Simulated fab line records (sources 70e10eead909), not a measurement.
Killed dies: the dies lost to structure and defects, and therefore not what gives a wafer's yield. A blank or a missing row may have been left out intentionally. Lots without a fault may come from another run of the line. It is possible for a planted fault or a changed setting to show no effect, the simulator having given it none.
Comparing a struck lot with a sound one | flow nandHarc | 13 out of 1302 route steps
Sound: wafers L652.1, L652.2, L652.4. Wafers struck: L659.3, L659.4, L659.6. Last of all comes the cause.
Order at every step that has rows: each side's tool, ch and its chambers, its first start. Under that, the readings that differ: sound wafers | struck wafers | difference of the means | sigmas: that difference in standard deviations of wafers without a fault.
alike: readings whose means differ by less than 2 such deviations, and words and numbers that are the same on both sides. not compared: withheld readings, readings that some wafer has no value for, bounds like >300 that may hide the same value, and numbers for which the record gives no deviation and whose values overlap.
Wherever a step has rows on one side only, a row that says differs or no value, or a row with sigmas, the two part there. Numbers that have no deviation but don't overlap get no sigmas and don't part them. Lack of a reading on every wafer of one side parts them only where that side has two or more wafers.

first, 1 step without rows for these wafers: NHARC_A_STAIRCASE_HARDBAKE_10 (time 140 s).
NHARC_A_STAIRCASE_DESCUM_11: chemistry O2, time 3 s.
  sound on rieDiel-06 ch 0,2,3, day 16 18:16; struck on rieDiel-13 ch 0,1, day 18 18:57
  alike: chamberPressureMTorr, drypumpMotorCurrentA, mfcArSccm, oesProductAu, rfVppV, showerheadPlenumPTorr, throttleValvePct
  not compared: rfHoursCounterH
NHARC_A_STAIRCASE_TRIM_12: chemistry O2, time 211.2 s.
  sound on rieDiel-06 ch 1,2,3, day 16 18:21; struck on rieDiel-13 ch 0,1,3, day 18 19:02
  alike: chamberPressureMTorr, drypumpMotorCurrentA, mfcArSccm, oesProductAu, rfVppV, runLengthS, showerheadPlenumPTorr, throttleValvePct
  not compared: rfHoursCounterH
then, 1 step without rows for these wafers: NHARC_A_STAIRCASE_ETCH_13 (etches the open film in C4F8/O2, target depth 100 nm, time 40.5 s).
NHARC_A_STAIRCASE_TRIM_14: chemistry O2, time 211.2 s.
  sound on rieDiel-06 ch 0,1,3; struck on rieDiel-13 ch 2,3
  alike: chamberPressureMTorr, drypumpMotorCurrentA, mfcArSccm, oesProductAu, rfVppV, runLengthS, showerheadPlenumPTorr, throttleValvePct
  not compared: rfHoursCounterH
NHARC_A_STAIRCASE_ETCH_15: etches the open film in C4F8/O2, target depth 100 nm, time 40.5 s.
  sound on rieDiel-06 ch 0,1,3; struck on rieDiel-13 ch 1,2,3
  alike: chamberPressureMTorr, oesProductAu, rfVppV
  not compared: rfHoursCounterH
then, 4 steps without rows for these wafers: NHARC_A_STAIRCASE_TRIM_16 (chemistry O2, time 211.2 s); NHARC_A_STAIRCASE_ETCH_17 (etches the open film in C4F8/O2, target depth 100 nm, time 40.5 s); NHARC_A_STAIRCASE_TRIM_18 (chemistry O2, time 211.2 s); NHARC_A_STAIRCASE_ETCH_19 (etches the open film in C4F8/O2, target depth 100 nm, time 40.5 s).
NHARC_A_STAIRCASE_TRIM_20: chemistry O2, time 211.2 s.
  sound on rieDiel-13 ch 1,2,3, day 16 19:26; struck on rieDiel-01 ch 0,1,3, day 18 20:12
reading        | sound             | struck            | difference | sigmas
runLengthS (s) | 231.6 233.1 232.3 | 310.2 309.5 309.3 | +77.3      | +99 or more
  alike: chamberPressureMTorr, drypumpMotorCurrentA, mfcArSccm, oesProductAu, rfVppV, showerheadPlenumPTorr, throttleValvePct
  not compared: rfHoursCounterH
NHARC_A_STAIRCASE_ETCH_21: etches the open film in C4F8/O2, target depth 100 nm, time 40.5 s.
  sound on rieDiel-13 ch 1,2,3; struck on rieDiel-01 ch 1,3
  alike: chamberPressureMTorr, oesProductAu, rfVppV
  not compared: rfHoursCounterH
-- the record jumps here: 10 days lie between the struck wafers' starts before and after (it left off in module A_STAIRCASE and takes up again in module END, whose first step shown is number 1302 of the route) --
NHARC_END_SORT_01:
  at this point the record logs the struck wafers (prober-02 ch 0, day 28 10:37) and has no rows for the sound ones

WHERE THEY PART
Earliest at NHARC_A_STAIRCASE_TRIM_20; latest, in this record, at NHARC_END_SORT_01.

WHY: the cause the simulator had injected
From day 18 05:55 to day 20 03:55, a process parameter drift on rieDiel-01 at NHARC_A_STAIRCASE_TRIM_20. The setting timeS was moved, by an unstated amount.
